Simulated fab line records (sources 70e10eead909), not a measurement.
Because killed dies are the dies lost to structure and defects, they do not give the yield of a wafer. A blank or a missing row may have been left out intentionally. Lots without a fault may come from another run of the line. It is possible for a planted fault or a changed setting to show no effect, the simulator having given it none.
Which tool did it? || flow nandHarc || 11 lots with 33 wafers sampled at 3 steps, on a route of 1159 steps

WHAT THE GAUGES READ, wafer by wafer
NHARC_P_GATE_INSPECT_68.
{"lot": "L571", "measured": "day 6 01:11", "on": "defectInspect-02", "rawDefectCount": "229 180 128"}
{"lot": "L573", "measured": "day 6 09:04", "on": "defectInspect-02", "rawDefectCount": "130 146 91"}
{"lot": "L574", "measured": "day 6 16:59", "on": "defectInspect-01", "rawDefectCount": "165 139 138"}
{"lot": "L576", "measured": "day 7 08:20", "on": "defectInspect-02", "rawDefectCount": "264 448 273"}
{"lot": "L578", "measured": "day 7 17:07", "on": "defectInspect-01", "rawDefectCount": "158 192 100"}
{"lot": "L583", "measured": "day 8 15:20", "on": "defectInspect-02", "rawDefectCount": "201 161 274"}
{"lot": "L582", "measured": "day 8 16:46", "on": "defectInspect-02", "rawDefectCount": "313 143 219"}
{"lot": "L580", "measured": "day 8 21:31", "on": "defectInspect-02", "rawDefectCount": "709 598 690"}
{"lot": "L584", "measured": "day 9 03:38", "on": "defectInspect-02", "rawDefectCount": "545 552 594"}
{"lot": "L585", "measured": "day 9 13:02", "on": "defectInspect-02", "rawDefectCount": "468 522 596"}
{"lot": "L590", "measured": "day 10 20:31", "on": "defectInspect-01", "rawDefectCount": "299 162 268"}

WHICH TOOL RAN EACH LOT (tool, then ch and the chambers of the sampled wafers, then the start)
{"lot": "L571", "NHARC_P_GATE_ETCHBACK_37": "rieDiel-05 ch 0,2,3, day 5 18:50 or earlier", "NHARC_P_GATE_STRIP_76": "plasmaAsher-01 ch 0,1, day 5 21:20"}
{"lot": "L573", "NHARC_P_GATE_ETCHBACK_37": "rieDiel-08 ch 0,2,3, day 6 02:32 or earlier", "NHARC_P_GATE_STRIP_76": "plasmaAsher-01 ch 0, day 6 05:13"}
{"lot": "L574", "NHARC_P_GATE_ETCHBACK_37": "rieDiel-05 ch 0,1,2, day 6 10:34 or earlier", "NHARC_P_GATE_STRIP_76": "plasmaAsher-01 ch 0,1, day 6 13:08"}
{"lot": "L576", "NHARC_P_GATE_ETCHBACK_37": "rieDiel-05 ch 0,3, day 7 01:35 or earlier", "NHARC_P_GATE_STRIP_76": "plasmaAsher-02 ch 0,1, day 7 04:10"}
{"lot": "L578", "NHARC_P_GATE_ETCHBACK_37": "rieDiel-05 ch 0,2,3, day 7 10:25 or earlier", "NHARC_P_GATE_STRIP_76": "plasmaAsher-02 ch 0,1, day 7 12:59"}
{"lot": "L583", "NHARC_P_GATE_ETCHBACK_37": "rieDiel-08 ch 1,2,3, day 8 08:37 or earlier", "NHARC_P_GATE_STRIP_76": "plasmaAsher-02 ch 0, day 8 11:17"}
{"lot": "L582", "NHARC_P_GATE_ETCHBACK_37": "rieDiel-05 ch 0,2,3, day 8 10:17 or earlier", "NHARC_P_GATE_STRIP_76": "plasmaAsher-01 ch 1, day 8 12:53"}
{"lot": "L580", "NHARC_P_GATE_ETCHBACK_37": "rieDiel-12 ch 1,2,3, day 8 14:58 or earlier", "NHARC_P_GATE_STRIP_76": "plasmaAsher-01 ch 1, day 8 17:37"}
{"lot": "L584", "NHARC_P_GATE_ETCHBACK_37": "rieDiel-05 ch 0,1,3, day 8 21:13 or earlier", "NHARC_P_GATE_STRIP_76": "plasmaAsher-01 ch 0,1, day 8 23:40"}
{"lot": "L585", "NHARC_P_GATE_ETCHBACK_37": "rieDiel-12 ch 0,1,3, day 9 06:00 or earlier", "NHARC_P_GATE_STRIP_76": "plasmaAsher-01 ch 0,1, day 9 09:01"}
{"lot": "L590", "NHARC_P_GATE_ETCHBACK_37": "rieDiel-12 ch 0,1,3, day 10 13:49 or earlier", "NHARC_P_GATE_STRIP_76": "plasmaAsher-02 ch 0,1, day 10 16:28"}
- NHARC_P_GATE_ETCHBACK_37: etches the open film in CHF3/O2, target depth 34.5 nm, time 17.2 s.
- NHARC_P_GATE_STRIP_76: strips in O2.

THE ANSWER, worked out from the rows above alone
Rule: what is usual is taken from the lots themselves. Put in order of their means at a reading, lots are off if they are a third of the lots or fewer, leave a main group of 4 or more, and stand apart from it by a gap of 3 or more times the standard deviation of the main group's means; of several such gaps the widest counts. A main group is skipped when, at the precision printed for the reading in the tables above, its means are all equal. A lot without any number at a reading at which 4 lots or more have one is off too. All remaining lots with rows at the step are treated as sound.
Off, at NHARC_P_GATE_INSPECT_68 on rawDefectCount: L580, L584, L585. For the main group the mean is 201 and the standard deviation 62.
If a tool, at a process step before that reading, ran all the lots that are off and no sound lot after the first of them, it fits. Those tools and the gauges at NHARC_P_GATE_INSPECT_68 are tried in the same way. With no start given for some of its lots, NHARC_P_GATE_ETCHBACK_37 uses the hours and lot order of NHARC_P_GATE_CD_MEAS_46. This does not decide it: 2 tools fit, namely plasmaAsher-01 at NHARC_P_GATE_STRIP_76 and defectInspect-02 at NHARC_P_GATE_INSPECT_68.

WHAT THE SIMULATOR HAD INSERTED
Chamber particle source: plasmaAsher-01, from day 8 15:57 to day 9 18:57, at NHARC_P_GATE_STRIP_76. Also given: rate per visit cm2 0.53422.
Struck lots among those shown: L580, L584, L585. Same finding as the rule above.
